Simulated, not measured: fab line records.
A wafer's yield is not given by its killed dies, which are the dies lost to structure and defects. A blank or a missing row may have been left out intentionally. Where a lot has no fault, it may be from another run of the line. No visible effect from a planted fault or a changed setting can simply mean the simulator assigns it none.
Chamber matching ; flow n5Finfet ; rieDiel-04 running N5_BEOL_M1_ETCH_77: 4 sister chambers
The step etches underlayer in N2/H2, target depth 6.5 nm, time 5.2 s. 14 wafers are shown with their chamber, then 7 later ones without.

WAFERS PAIRED WITH THEIR CHAMBERS
wafer;chamber;showerheadPlenumPTorr (Torr);drypumpMotorCurrentA (A);throttleValvePct (%)
L083.1;3;2.53;6.5;17.86
L083.3;1;2.55;6.1;18.07
L083.6;2;2.53;6.5;17.89
L084.1;0;2.69;5.5;17.69
L084.3;3;2.53;6.5;17.86
L084.4;1;2.55;6.2;18.10
L086.1;2;2.53;6.5;17.89
L086.2;3;2.53;6.4;17.87
L086.6;3;2.53;6.5;17.86
L087.3;0;2.69;5.5;17.67
L087.5;1;2.54;6.2;18.09
L087.6;2;2.53;6.5;17.90
L088.1;3;2.53;6.5;17.87
L088.3;0;2.69;5.5;17.69

SIGNATURES (means of the wafers above)
reading;chamber 0;chamber 1;chamber 2;chamber 3;scatter within a chamber
showerheadPlenumPTorr;2.6900;2.5467;2.5300;2.5300;0.00258
drypumpMotorCurrentA;5.500;6.167;6.500;6.480;0.0383
throttleValvePct;17.6833;18.0867;17.8933;17.8640;0.00959
Rule: a wafer lies at a distance from a chamber equal to the root of the sum of squares, over the readings, of (its reading less the chamber's mean, divided by the reading's scatter). The wafer belongs to the nearest chamber; if the next one is less than 2 further off, it can't be placed. How the scatter is found: for the shown wafers, subtract from each reading the mean of its chamber, square and add these, divide the total by (wafers less chambers), then take the root.

WAFERS WHOSE CHAMBER IS MISSING
wafer;showerheadPlenumPTorr (Torr);drypumpMotorCurrentA (A);throttleValvePct (%)
L088.5;2.53;6.6;17.90
L095.1;2.52;6.5;17.94
L095.2;2.68;5.4;17.69
L095.5;2.68;5.4;17.70
L097.2;2.54;6.2;18.13
L097.5;2.53;6.5;17.89
L097.6;2.52;6.5;17.92

WHICH CHAMBER EACH WENT THROUGH
wafer;from the rows above;in truth
L088.5;2;2
L095.1;2;2
L095.2;0;0
L095.5;0;0
L097.2;1;1
L097.5;2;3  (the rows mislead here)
L097.6;2;2
Correct placement for 6 of the 7. Left unplaced by these rows: 0. Number placed wrongly: 1.
